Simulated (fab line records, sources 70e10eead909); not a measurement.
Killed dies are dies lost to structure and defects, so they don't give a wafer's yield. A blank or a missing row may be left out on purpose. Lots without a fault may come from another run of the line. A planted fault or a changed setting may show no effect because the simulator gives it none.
Which tool did it? | flow nand_harc | 6 lots, 18 wafers sampled, at 4 steps of a route of 1159

WHAT THE GAUGES READ, wafer by wafer
NHARC_P_BONDPAD_THK_MEAS_20: measures by xrf.
lot  | measured     | on            | thk_nm (nm)
L250 | day 7 05:51  | film_metro-02 | 161.4 159.3 162.6
L255 | day 8 13:35  | film_metro-01 | 29.6 29.1 33.0
L260 | day 9 17:46  | film_metro-02 | 157.9 163.7 160.5
L266 | day 11 09:18 | film_metro-02 | 161.7 161.0 161.1
L268 | day 11 20:29 | film_metro-02 | 161.6 159.3 160.8
L270 | day 12 06:42 | film_metro-01 | 161.6 158.9 159.3

WHICH TOOL RAN EACH LOT (tool, then ch and the chambers of the sampled wafers, then the start)
lot  | NHARC_P_BONDPAD_DESCUM_11          | NHARC_P_BONDPAD_ECD_18         | NHARC_P_BONDPAD_ANNEAL_28
L250 | rie_diel-05 ch 2,3, day 7 03:17    | ecd_cu-01 ch 0,1, day 7 04:49  | rtp_anneal-01 ch 0, day 7 05:11
L255 | rie_diel-06 ch 0,1,3, day 8 11:16  | ecd_cu-01 ch 0,1, day 8 12:35  | rtp_anneal-02 ch 0, day 8 12:55
L260 | rie_diel-05 ch 0,2,3, day 9 15:16  | ecd_cu-01 ch 0,1, day 9 16:43  | rtp_anneal-02 ch 0, day 9 17:05
L266 | rie_diel-05 ch 0,3, day 11 06:44   | ecd_cu-02 ch 0,1, day 11 08:14 | rtp_anneal-01 ch 0, day 11 08:41
L268 | rie_diel-05 ch 0,1,3, day 11 18:10 | ecd_cu-02 ch 0,1, day 11 19:27 | rtp_anneal-02 ch 0, day 11 19:50
L270 | rie_diel-06 ch 0,1,2, day 12 04:12 | ecd_cu-01 ch 0,1, day 12 05:29 | rtp_anneal-02 ch 0, day 12 06:02
- NHARC_P_BONDPAD_DESCUM_11: chemistry O2, time 3 s.
- NHARC_P_BONDPAD_ECD_18: material Cu, target thk 400 nm.
- NHARC_P_BONDPAD_ANNEAL_28: time 90 s.

THE ANSWER, worked out from the rows above alone
Rule: what is usual is taken from the lots themselves. Put in order of their means at a reading, lots are off if they are a third of the lots or fewer, leave a main group of 4 or more, and stand apart from it by a gap of 3 or more times the standard deviation of the main group's means; of several such gaps the widest counts. A main group whose means are all the same, to the digits that the tables above print for the reading, isn't used. A lot without any number at a reading at which 4 lots or more have one is off too. The other lots that the step has rows for count as sound.
Off: L255, at NHARC_P_BONDPAD_THK_MEAS_20 (thk_nm). The main group: mean 160.7 nm, standard deviation 0.47.
A tool fits if, at a process step before that reading, it ran every lot that is off, and no sound lot after the first of them. The gauges at NHARC_P_BONDPAD_THK_MEAS_20 are tried like those tools. None of those tried fits.

WHAT THE SIMULATOR HAD PUT IN
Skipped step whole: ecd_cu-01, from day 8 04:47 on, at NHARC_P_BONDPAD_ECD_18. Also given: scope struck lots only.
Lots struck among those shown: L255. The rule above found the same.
